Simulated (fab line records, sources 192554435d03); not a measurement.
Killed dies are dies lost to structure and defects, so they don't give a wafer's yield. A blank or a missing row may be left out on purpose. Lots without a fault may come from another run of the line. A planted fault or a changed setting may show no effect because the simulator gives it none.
fab line records | flow n5_finfet
record lots=4 wafers=12 last_day=16
route steps=1938 shown BEOL_M2@889 BEOL_M4@1111 PASSIVATION@1936
lots that met no fault: from a run of the same line without faults
start_h: hours from the record's first day to the start of the lot's first wafer shown | wait_h: hours since the lot's step before | " the same as in the row above | L1.1+2: a row that stands for several wafers | - no value, or no start given | * or withheld: withheld | < > ~ a bound
route shown NAME@n: a module of which the file shows steps, and the number in the route of the first | usual: mean/standard deviation of fault-free wafers | same: alike in all rows | chamber/n: place in a boat | sites: the reading at each site | _std_site: their standard deviation | _edge_site: outer sites' mean less inner sites' | radius_mm: how far each site lies from the wafer's centre | mask NAME#n: copy n | behind: the tool/chamber that last shaped the wafer | hold: why the lot was held/for how many hours/how that ended | device: the transistor (n, p or np) that didn't switch | end of line: the same wafers' tests at the end of the route | a step without rows: its recipe alone | killed: dies lost to structure and defects at the first sort, not the wafer's yield | map: a wafer's dies, x killed, . not, _ none there
set.NAME: the setting as run; set.NAME@STEP: as run at that earlier step | model.NAME: the simulator's own value behind a step, which no gauge read
lots at some steps of the route; a table a step, a row a wafer
services: from which hour (start_h, from the record's first day; less than 0 if before it) a tool's chamber was out of use, for how many hours, and why
## steps
# step N5_BEOL_M2_STRIP_36
# recipe chemistry=N2/H2 power_w=450 temp_c=40 pressure_mtorr=20 rf_frequency_hz=6e+07 overash_fraction=0.3 bias_power_w=7 h2_frac=0.5 n2_flow_sccm=200 h2_flow_sccm=200
# step N5_BEOL_M2_TRENCH_ETCH_37
# recipe chemistry=C4F6/O2 target_depth_a=555.55 target=SiOC time_s=29.2 ion_energy_ev=250 pressure_mtorr=30 source_w=355 bias_w=185 Ar_flow_sccm=300 C4F6_flow_sccm=10 O2_flow_sccm=10
# step N5_BEOL_M2_ETCH_41
# recipe chemistry=CH3F/O2 target=SiCN target_depth_a=299 taper_deg=2 time_s=52.5 ion_energy_ev=120 mask_material=TiN pressure_mtorr=30 source_w=395 bias_w=75 Ar_flow_sccm=150 CH3F_flow_sccm=30 O2_flow_sccm=20
# step N5_BEOL_M2_STRIP_97
# recipe chemistry=N2/H2 time_s=10 power_w=450 temp_c=40 pressure_mtorr=20 rf_frequency_hz=6e+07 bias_power_w=7 n2_flow_sccm=200 h2_flow_sccm=200
# step N5_BEOL_M2_HM_STRIP_39
# recipe chemistry=peroxide_tin_strip material=TiN target_depth_a=250 temp_c=50 time_s=158
# step N5_BEOL_M2_SRD_40
# recipe time_s=30 temp_c=23 rinse_liquid=diw dry=ipa_marangoni
# step N5_BEOL_M2_PRECLEAN_42
# recipe chemistry=residue_remover time_s=60 temp_c=40
# step N5_BEOL_M2_SRD_43
# recipe time_s=30 temp_c=23 rinse_liquid=diw dry=ipa_marangoni
# step N5_BEOL_M2_DEGAS_44
# recipe ambient=vacuum temp_c=250 time_s=60
# step N5_BEOL_M2_PRE_CLEAN_45
# recipe gas=H2/He time_s=30 temp_c=250
# step N5_BEOL_M2_ALD_84
# recipe material=TaN target_thk_a=* temp_c=275 ald_precursor_family=PDMAT ald_co_reactant=NH3 pressure_torr=3 carrier_flow_sccm=1500 pulse_time_s=2 purge_time_s=3 co_reactant_purge_time_s=2 co_reactant_pulse_time_s=3 ald_cycles=30 precursor_vessel_temp_c=75 precursor_vessel_pressure_torr=26.25 precursor_vessel_carrier_sccm=1000
# usual ald_cycles=30/0 heater_power_w=416/43
# same pulse_time_s=2
# columns lot.wafer tool chamber start_h wait_h ald_cycles heater_power_w model.TaN_of_BEOL_M2_ALD_84.thk_nm
L452.2 ald_metal-02 1 160.04 0.0 30 344 *
L452.3 " 2 " " 30 452 *
L452.4 " 1 " " 30 354 *
L458.2 ald_metal-02 3 206.35 0.0 30 413 *
L458.4 " 1 " " 23 348 *
L458.6 " 2 " " 23 454 *
L461.2 ald_metal-02 3 236.13 0.0 30 417 *
L461.3 " 1 " " 30 340 *
L461.6 " 2 " " 23 452 *
L469.2 ald_metal-03 2 265.03 0.0 30 393 *
L469.5 " 2 " " 30 387 *
L469.6 " 3 " " 30 466 *
# step N5_BEOL_M2_SURFACE_TREAT_85
# recipe gas=Ar time_s=* ion_energy_ev=* ion_current_ma_cm2=0.5 pressure_mtorr=* ar_flow_sccm=30
# step N5_BEOL_M2_CVD_47
# recipe material=Co target_thk_a=30 temp_c=withheld precursor=CCTBA/H2 pressure_torr=30 time_s=223.8
# step N5_BEOL_M2_SPUTTER_48
# recipe material=Cu target_thk_a=45 temp_c=-20 chamber_pressure_pa=0.07 power_w=withheld time_s=8.29
# step N5_BEOL_M2_ANNEAL_49
# recipe temp_c=400 time_s=240 ambient=vacuum
# step N5_BEOL_M2_SPUTTER_79
# recipe material=Cu target_thk_a=45 temp_c=-20 chamber_pressure_pa=0.07 power_w=withheld time_s=8.29
# step N5_BEOL_M2_ANNEAL_80
# recipe temp_c=400 time_s=240 ambient=vacuum
# step N5_BEOL_M2_SPUTTER_81
# recipe material=Cu target_thk_a=45 temp_c=-20 chamber_pressure_pa=0.07 power_w=withheld time_s=8.29
# step N5_BEOL_M2_ANNEAL_82
# recipe temp_c=400 time_s=240 ambient=vacuum
# step N5_BEOL_M2_SPUTTER_86
# recipe material=Cu target_thk_a=45 temp_c=-20 chamber_pressure_pa=0.07 power_w=withheld time_s=8.29
# step N5_BEOL_M2_ANNEAL_87
# recipe temp_c=400 time_s=240 ambient=vacuum
# step N5_BEOL_M2_SPUTTER_88
# recipe material=Cu target_thk_a=45 temp_c=-20 chamber_pressure_pa=0.07 power_w=withheld time_s=8.29
# step N5_BEOL_M2_ANNEAL_89
# recipe temp_c=400 time_s=240 ambient=vacuum
# step N5_BEOL_M2_SPUTTER_90
# recipe material=Cu target_thk_a=45 temp_c=-20 chamber_pressure_pa=0.07 power_w=withheld time_s=8.29
# step N5_BEOL_M2_ANNEAL_91
# recipe temp_c=400 time_s=240 ambient=vacuum
# step N5_BEOL_M2_SPUTTER_92
# recipe material=Cu target_thk_a=45 temp_c=-20 chamber_pressure_pa=0.07 power_w=withheld time_s=8.29
# step N5_BEOL_M2_ANNEAL_93
# recipe temp_c=400 time_s=240 ambient=vacuum
# step N5_BEOL_M2_SPUTTER_94
# recipe material=Cu target_thk_a=45 temp_c=-20 chamber_pressure_pa=0.07 power_w=withheld time_s=8.29
# step N5_BEOL_M2_ANNEAL_95
# recipe temp_c=400 time_s=240 ambient=vacuum
# step N5_BEOL_M2_SPUTTER_96
# recipe material=Cu target_thk_a=45 temp_c=-20 chamber_pressure_pa=0.07 power_w=withheld time_s=8.29
# step N5_BEOL_M2_ECD_50
# recipe material=Cu target_thk_a=3000
# step N5_BEOL_M2_ANNEAL_51
# recipe temp_c=225 time_s=90 ambient=N2
# step N5_BEOL_M2_CMP_52
# recipe stop_on=SiOC t_overpolish_s=6.8 down_force_psi=1 platen_rpm=50 clearing_platen_down_force_psi=1.5 clearing_platen_rpm=50 post_cmp_clean=cu_alkaline target_thk_nm=40 clearing_platen_pad_velocity_m_s=0.99484 pad_velocity_m_s=0.99484
# step N5_BEOL_M2_PRE_CLEAN_60
# recipe gas=NH3/H2 time_s=15 temp_c=* rf_power_w=300
# step N5_BEOL_M2_CO_CAP_55
# recipe material=Co target_thk_a=20 temp_c=200 precursor=CCTBA/H2 pressure_torr=30 time_s=102.1
# step N5_BEOL_M2_PRE_CLEAN_56
# recipe gas=NH3 time_s=15 temp_c=withheld rf_power_w=300
# step N5_BEOL_M2_DEP_57
# recipe material=SiCN target_thk_a=80 temp_c=withheld precursor=3MS/NH3 pressure_torr=3 rf_w=202 time_s=14
# step N5_BEOL_M4_RC_MEAS_101
# usual CHAIN_V1=234/9.9 CHAIN_V1_max_site=243/11 COMB_M2=5.6e-11/1.2e-11 COMB_M2_max_site=8e-11/1.7e-11 DIBL_N=36.5/1.4 DIBL_P=36.6/1.9 IOFF_N=0.167/0.029 IOFF_P=0.21/0.033 ION_N=674/12 ION_P=460/8.9 SS_N=71.6/0.57 SS_P=73.4/0.61 VT_N=249/3.3 VT_P=-250/3.3
# columns lot.wafer tool chamber start_h wait_h CHAIN_V1[ohm/link] CHAIN_V1_max_site[ohm/link] COMB_M2[S/m] COMB_M2_max_site[S/m] DIBL_N[mV/V] DIBL_P[mV/V] IOFF_N[nA/um] IOFF_P[nA/um] ION_N[uA/um] ION_P[uA/um] SS_N[mV/dec] SS_P[mV/dec] VT_N[mV] VT_P[mV]
L452.2 prober-02 0 195.42 0.2 255 266 4.8e-11 6.6e-11 35.0 33.0 0.131 0.19 672 462 71.1 72.6 252 -250
L452.3 " 0 " " 228 245 4.6e-11 6.6e-11 36.2 33.4 0.149 0.20 666 459 71.5 72.4 252 -249
L452.4 " 0 " " 225 240 5.5e-11 7.7e-11 37.0 34.7 0.172 0.22 667 463 71.5 72.8 244 -248
L458.2 prober-02 0 226.41 0.2 258 268 4.5e-11 6.3e-11 37.5 38.8 0.177 0.20 677 454 71.9 73.4 249 -252
L458.4 " 0 " " 194 203 8.3e-11 1.48e-10 37.6 39.1 0.172 0.20 671 453 71.9 73.3 250 -253
L458.6 " 0 " " 203 212 8.9e-11 1.33e-10 37.1 38.3 0.155 0.18 677 451 72.5 73.8 252 -253
L461.2 prober-02 0 261.77 0.6 235 245 5.2e-11 7.1e-11 35.5 34.6 0.159 0.21 672 461 71.6 73.5 248 -251
L461.3 " 0 " " 232 239 5.4e-11 6.5e-11 33.6 32.6 0.123 0.17 668 457 70.5 72.7 252 -255
L461.6 " 0 " " 192 198 1.02e-10 1.61e-10 35.6 35.3 0.165 0.22 680 465 71.1 73.3 249 -249
L469.2 prober-02 0 295.33 0.2 223 224 5.8e-11 1.07e-10 36.9 38.4 0.195 0.26 682 473 71.7 73.6 243 -246
L469.5 " 0 " " 234 243 5.8e-11 8.2e-11 34.3 34.8 0.140 0.20 667 461 70.7 73.1 251 -251
L469.6 " 0 " " 214 225 3.5e-11 4.2e-11 37.8 39.7 0.221 0.30 698 475 71.8 74.1 243 -245
# sites CHAIN_V1 radius_mm=0,75,75,75,75,140,140,140,140
L452.2 265 266 257 260 255 231 235 244 227
L458.2 267 267 258 268 262 258 242 254 240
L461.2 228 245 235 230 236 236 226 229 237
L469.2 221 223 224 223 218 224 223 224 224
# sites COMB_M2 radius_mm=0,75,75,75,75,140,140,140,140
L452.2 4.7e-11 6.6e-11 4.8e-11 2.9e-11 5.3e-11 5.8e-11 4.8e-11 3.9e-11 6.2e-11
L458.2 3.8e-11 3.1e-11 5.9e-11 4.5e-11 6.3e-11 4e-11 5.5e-11 4.1e-11 5.4e-11
L461.2 3.8e-11 7.1e-11 3.9e-11 6.9e-11 4.6e-11 4.5e-11 5.5e-11 5.2e-11 6.7e-11
L469.2 7.8e-11 6.6e-11 6.2e-11 4.5e-11 4.7e-11 5.8e-11 5.3e-11 1.07e-10 4.6e-11
# step N5_PASSIVATION_PROBE_49
# usual defect_limited_yield=91.2/1.6 killed_at_M0_to_M3=34/11 killed_at_M4_up=14/5.7 killed_at_contacts=14/6.6 killed_at_front_end=37/10 killed_at_other=4/3.2 killed_dies=104/19 killed_open=69/13 killed_short=33/8.7 sort_bin_4_leakage=0.00/0.014 sort_bin_5_function=5.1/1 sort_bin_6_memory=3.3/0.76 sort_n_pass=1076/19 sort_yield_pct=91.2/1.6
# same gross_dies=1180 killed_at_back_side=0 sort_bin_8_speed[%]=0
# columns lot.wafer tool chamber start_h wait_h defect_limited_yield[%] killed_at_M0_to_M3 killed_at_M4_up killed_at_contacts killed_at_front_end killed_at_other killed_dies killed_open killed_short sort_bin_4_leakage[%] sort_bin_5_function[%] sort_bin_6_memory[%] sort_n_pass sort_yield_pct[%]
L452.2 prober-02 - 291.58 0.1 93.6 30 14 8 22 1 75 50 24 0 3.8 2.5 1105 93.6
L452.3 prober-02 - 291.63 0.1 92.6 29 14 19 23 2 87 62 25 0 4.4 2.5 1093 92.6
L452.4 prober-02 - 291.68 0.2 93.6 28 4 10 32 2 76 49 27 0 3.9 2.4 1104 93.6
L458.2 prober-01 - 326.32 0.1 92.0 32 13 17 29 3 94 63 28 0 3.8 4.0 1086 92.0
L458.4 prober-01 - 326.42 0.2 85.1 71 19 14 58 14 176 94 45 2.97 6.7 5.3 1004 85.1
L458.6 prober-01 - 326.52 0.3 88.8 56 12 17 41 6 132 71 42 1.61 5.4 3.6 1048 88.8
L461.2 prober-02 - 360.57 0.1 90.5 29 15 14 49 5 112 68 44 0 6.3 2.7 1068 90.5
L461.3 prober-02 - 360.62 0.1 91.0 27 12 22 42 3 106 68 37 0 5.8 2.8 1074 91.0
L461.6 prober-02 - 360.77 0.3 85.3 73 13 37 43 7 173 88 51 2.88 6.4 4.8 1007 85.3
L469.2 prober-02 - 394.98 0.1 91.4 40 19 8 35 0 102 63 33 0 4.6 3.7 1078 91.4
L469.5 prober-02 - 395.13 0.2 91.4 42 18 15 20 7 102 72 26 0 5.3 3.1 1078 91.4
L469.6 prober-02 - 395.18 0.3 92.5 30 25 7 19 7 88 61 26 0 4.4 2.9 1092 92.5
# killed by level:class
L452.2 MOL_CONTACT_COAG:geometric_particle:open=6 BEOL_M0_SAQP:geometric_particle:open=6 BEOL_M2:geometric_particle:open=6 BEOL_M1:geometric_particle:open=5 STARTING-WAFER:geometric_particle:open=5 GATE_CUT:geometric_particle:short=4 BEOL_M0_SAQP:geometric_particle:short=4 BEOL_M3:geometric_particle:open=4
L452.3 MOL_CONTACT_COAG:geometric_particle:open=19 BEOL_M0_SAQP:geometric_particle:short=9 STI_FIN_REVEAL:geometric_particle:open=6 BEOL_M3:geometric_particle:open=6 BEOL_M0:geometric_particle:open=5 FIN_SAQP:geometric_particle:short=4 BEOL_M4:geometric_particle:open=4 FIN_SAQP:geometric_particle:open=3
L452.4 STI_FIN_REVEAL:geometric_particle:open=8 MOL_CONTACT_COAG:geometric_particle:open=8 BEOL_M1:geometric_particle:open=8 FIN_SAQP:geometric_particle:short=6 BEOL_M0_SAQP:geometric_particle:short=5 BEOL_M0:geometric_particle:open=5 GATE_CUT:geometric_particle:short=4 BEOL_M0:geometric_particle:short=4
L458.2 MOL_CONTACT_COAG:geometric_particle:open=15 BEOL_M0_SAQP:geometric_particle:open=9 BEOL_M0_SAQP:geometric_particle:short=8 FIN_SAQP:geometric_particle:open=7 BEOL_M4:geometric_particle:open=7 BEOL_M1:geometric_particle:short=5 DUMMY_GATE:geometric_particle:open=5 FIN_SAQP:geometric_particle:short=4
L458.4 M2:area_ald=35 FIN_SAQP:geometric_particle:open=16 BEOL_M2:geometric_particle:open=14 GATE_CUT:geometric_particle:short=12 MOL_CONTACT_COAG:geometric_particle:open=12 BEOL_M0_SAQP:geometric_particle:open=8 BEOL_M0_SAQP:geometric_particle:short=8 BEOL_M4:geometric_particle:open=8
L458.6 M2:area_ald=19 BEOL_M2:geometric_particle:open=13 MOL_CONTACT_COAG:geometric_particle:open=13 FIN_SAQP:geometric_particle:open=9 FIN_SAQP:geometric_particle:short=7 BEOL_M0_SAQP:geometric_particle:short=7 GATE_CUT:geometric_particle:short=6 BEOL_M4:geometric_particle:open=5
L461.2 STI_FIN_REVEAL:geometric_particle:open=20 FIN_SAQP:geometric_particle:short=8 BEOL_M2:geometric_particle:open=8 MOL_CONTACT_COAG:geometric_particle:short=7 MOL_CONTACT_COAG:geometric_particle:open=7 BEOL_M0_SAQP:geometric_particle:short=6 FIN_SAQP:geometric_particle:open=5 STI_FIN_REVEAL:geometric_particle:short=5
L461.3 MOL_CONTACT_COAG:geometric_particle:open=15 BEOL_M3:geometric_particle:open=8 STI_FIN_REVEAL:geometric_particle:open=7 GATE_CUT:geometric_particle:open=7 MOL_CONTACT_COAG:geometric_particle:short=7 FIN_SAQP:geometric_particle:open=6 GATE_CUT:geometric_particle:short=6 BEOL_M0_SAQP:geometric_particle:short=5
L461.6 MOL_CONTACT_COAG:geometric_particle:open=34 M2:area_ald=34 BEOL_M0_SAQP:geometric_particle:short=15 BEOL_M0_SAQP:geometric_particle:open=14 STI_FIN_REVEAL:geometric_particle:open=8 GATE_CUT:geometric_particle:short=8 BEOL_M4:geometric_particle:open=7 FIN_SAQP:geometric_particle:short=5
L469.2 BEOL_M2:geometric_particle:open=10 FIN_SAQP:geometric_particle:open=6 MOL_CONTACT_COAG:geometric_particle:open=6 BEOL_M4:geometric_particle:open=6 BEOL_M0:geometric_particle:short=5 BEOL_M4:geometric_particle:short=4 GATE_CUT:geometric_particle:short=4 BEOL_M0_SAQP:geometric_particle:short=4
L469.5 MOL_CONTACT_COAG:geometric_particle:open=15 BEOL_M1:geometric_particle:open=11 BEOL_M4:geometric_particle:open=10 BEOL_M0_SAQP:geometric_particle:short=8 BEOL_M2:geometric_particle:open=7 FIN_SAQP:geometric_particle:open=5 STI_FIN_REVEAL:geometric_particle:open=5 BEOL_M1:geometric_particle:short=5
L469.6 BEOL_M4:geometric_particle:open=12 BEOL_M3:geometric_particle:open=8 STI_FIN_REVEAL:geometric_particle:open=7 MOL_CONTACT_COAG:geometric_particle:open=5 FIN_SAQP:geometric_particle:open=4 BEOL_M0_SAQP:geometric_particle:open=4 BEOL_M0_SAQP:geometric_particle:short=4 BEOL_M1:geometric_particle:open=4
# map L458.4 (x killed, . not)
_________________.......x....________________
______________.....x..x........._____________
___________..x........x...x....x...__________
__________..............x..........._________
________.........xx......x..x......x.._______
_______.....xx......x.....x...........x______
______..x...x..xx.xxx..x....x.....x.x..._____
_____......xx....x..........x............____
____..x........x.....x...x.x.............x___
___x...........x.....x...x.....x....x......__
___....xx.x..................x..........x..__
__...x.......x...x...x.......x........x.x..._
__.............................x..x....x..xx_
_x.x.............x.........x.....x...........
_............x.....x..x......................
_...x.........xx.....xx..........xx..........
_.x...........x...x...........x.x.....x.xx..x
_x.......x..x..x...x.......x......xx......x..
_......x..x...x..x...x..x..x...x.....x..x...x
_....x.................x.......x.....xx....x.
_.x..x............x..x.......................
__...x......x.....x........................._
__.....x.......x....xx.x.......x.......x...._
___xxx...x..x.xx...xx..........xx.x........__
___.....x.........x...x.x..........x...x...__
____.....x...x..x...x...x..............xx.___
_____.............x.xx..................x____
______.....xx.............x...........x._____
_______...................x...x..x.....______
________.......xxx...x.x.x.x.........._______
__________.......x....x..x.........._________
___________x........x............x.__________
______________.......x.........._____________
_________________............________________
# map L461.6 (x killed, . not)
_________________.xx.xx......________________
______________..x.x.........x.xx_____________
___________....x........x......x...__________
__________....x...x...xxx..x......x._________
________............x.......x......x.._______
_______......x........x.........x.....x______
______..x.x.............x..............x_____
_____..xx....x.x..................x......____
____..x..x.......x..............x...x.xx..___
___...x...x...x.x.x..................x.....__
___......x.........x...x....x...xx.........__
__.....x...................................._
__.........x.x..........x......x...x..x....._
_..........x..................x..x...........
_....x.........x...........x......x..........
_........x.....xx.x.....x..x.x..x......x.....
_.....xx...x.....x...x..xx....xx...........x.
_..........x.xx........x...x...............x.
_..xx.x....x..x..x..x...x....x...x...x.......
_..x...x.......x..x.....x..............x.....
_........xxxx...............xx.x.x...........
__x.x....x..x......x.x.....x..x............._
__...................x..x..................._
___.........x..........x.........x.........__
___...x......x.x....x.....x..x..x..x....xx.__
____....xx..x.......x.........x..x........___
_____.......x.......x......x..x..x.......____
______......xx....x.x.x................._____
_______.........x........x...x.........______
________xx.......x.......x...x......x._______
__________x................x.....x.._________
___________..............x.........__________
______________.....x.......x...._____________
_________________.x..........________________
## services
# columns tool chamber start_h hours kind
ald_metal-02 3 159.83 23.7 repair
ald_metal-02 3 213.92 3.1 repair
## key
first_sign step=N5_BEOL_M2_ALD_84 reading=ald_cycles direction=down sigmas=99+ usual=* struck=*
effect step=N5_BEOL_M4_RC_MEAS_101 reading=CHAIN_V1 direction=down sigmas=3.8 usual=234 struck=196
effect step=N5_BEOL_M4_RC_MEAS_101 reading=COMB_M2 direction=up sigmas=3 usual=5.6e-11 struck=9.1e-11
effect step=N5_BEOL_M4_RC_MEAS_101 reading=COMB_M2_max_site direction=up sigmas=3.9 usual=8e-11 struck=1.47e-10
effect step=N5_BEOL_M4_RC_MEAS_101 reading=CHAIN_V1_max_site direction=down sigmas=3.6 usual=243 struck=204
effect step=N5_PASSIVATION_PROBE_49 reading=sort_bin_4_leakage direction=up sigmas=29 usual=0.00 struck=2.49
model_effect step=N5_BEOL_M2_ALD_84 value=TaN_of_BEOL_M2_ALD_84.thk_nm without=* struck=*
more_kills_born_at N5_BEOL_M2_ALD_84@ald_metal-02=88
met_at N5_BEOL_M2_ALD_84
struck_wafers L458.4,L458.6,L461.6
onset_between 160.04 206.35
fault kind=process_parameter_drift tool=ald_metal-02 chamber=- onset_h=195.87 steps=N5_BEOL_M2_ALD_84 channel=ald_cycles offset=* shape=step end_h=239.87 scope=struck_wafers_only acts_in=* stated=*
